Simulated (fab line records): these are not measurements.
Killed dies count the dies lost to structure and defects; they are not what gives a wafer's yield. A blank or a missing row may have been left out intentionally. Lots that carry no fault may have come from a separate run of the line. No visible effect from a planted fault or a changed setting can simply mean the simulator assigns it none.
One fault through the eyes of 3 desks | flow n5Finfet | what lay behind the numbers comes last; until then each desk has only its own

== THE TOOL OWNER'S DESK: rieDiel-04 ==
The tool's own readings at N5_BEOL_M2_ETCHBACK_99 (etches SiO2 in CHF3, target depth 5 nm, time 10.4 s): means of the sampled wafers that have a number, for each lot that ran on this tool. The brackets show how far a lot's mean lies from the usual mean; more than 4 standard deviations puts the lot out of limits, marked OUT.
Columns: A = CHF3_flow_sccm at N5_BEOL_M2_ETCHBACK_99, usual 12.00 sccm; B = drypumpMotorCurrentA at N5_BEOL_M2_ETCHBACK_99, usual 5.9 A; C = oesProductAu at N5_BEOL_M2_ETCHBACK_99, usual 0.79 a.u.; D = rfVppV at N5_BEOL_M2_ETCHBACK_99, usual 240.8 V; E = showerheadPlenumPTorr at N5_BEOL_M2_ETCHBACK_99, usual 2.17 Torr; F = throttleValvePct at N5_BEOL_M2_ETCHBACK_99, usual 17.07 %
lot  | first seen here | A     | B   | C    | D     | E    | F
L400 | day 10 00:28    | 12.00 | 5.7 | 0.84 | 238.6 | 2.17 | 16.94
L402 | day 10 10:35    | 11.98 | 5.7 | 0.75 | 240.2 | 2.18 | 17.21
This desk found nothing out of limits on any of the 2 lots.

== THE DEFECT DESK ==
Lot by lot, what the route's inspections counted, given as the mean of those sampled wafers with a number. The brackets show how far a lot's mean lies from the usual mean; more than 4 standard deviations puts the lot out of limits, marked OUT.
Columns: A = rawDefectCount at N5_BEOL_M2_INSPECT_30, usual 392
lot  | first seen here | A
L389 | day 7 09:28     | 381
L400 | day 9 21:01     | 460
L402 | day 10 09:16    | 305
L405 | day 11 06:55    | 462
L406 | day 11 10:02    | 295
L409 | day 12 01:11    | 388
This desk found nothing out of limits on any of the 6 lots.

== METROLOGY DESK ==
Means of the sampled wafers that have a number, per lot and without regard to the tool the lot ran on: this is what the gauges read. The brackets show how far a lot's mean lies from the usual mean; more than 4 standard deviations puts the lot out of limits, marked OUT. Readings shown: 7 of its 12, picked as those furthest out on some lot.
Columns: A = DIBL_N at N5_BEOL_M4_RC_MEAS_101, usual 36.3 mV/V; B = IOFF_N at N5_BEOL_M4_RC_MEAS_101, usual 0.161 nA/um; C = IOFF_P at N5_BEOL_M4_RC_MEAS_101, usual 0.209 nA/um; D = ION_N at N5_BEOL_M4_RC_MEAS_101, usual 676 uA/um; E = ION_P at N5_BEOL_M4_RC_MEAS_101, usual 462 uA/um; F = SS_N at N5_BEOL_M4_RC_MEAS_101, usual 71.5 mV/dec; G = SS_P at N5_BEOL_M4_RC_MEAS_101, usual 73.2 mV/dec
lot  | first seen here | A    | B     | C     | D   | E   | F    | G
L389 | day 7 09:23     | 37.0 | 0.166 | 0.218 | 680 | 464 | 71.4 | 72.9
L400 | day 9 20:56     | 36.0 | 0.145 | 0.190 | 658 | 454 | 71.8 | 72.8
L402 | day 10 09:11    | 35.4 | 0.158 | 0.199 | 673 | 462 | 71.4 | 73.0
L405 | day 11 06:50    | 37.8 | 0.191 | 0.239 | 688 | 468 | 71.8 | 74.2
L406 | day 11 09:57    | 36.3 | 0.161 | 0.207 | 671 | 463 | 71.4 | 73.1
L409 | day 12 01:07    | 35.9 | 0.170 | 0.216 | 677 | 459 | 72.0 | 73.4
This desk found nothing out of limits on any of the 6 lots.

== PUT TOGETHER ==
The tool owner's desk saw nothing out of limits.
Nothing the defect desk looked at was out of limits.
The metrology desk saw nothing out of limits.

== WHAT THE SIMULATOR HAD PUT IN ==
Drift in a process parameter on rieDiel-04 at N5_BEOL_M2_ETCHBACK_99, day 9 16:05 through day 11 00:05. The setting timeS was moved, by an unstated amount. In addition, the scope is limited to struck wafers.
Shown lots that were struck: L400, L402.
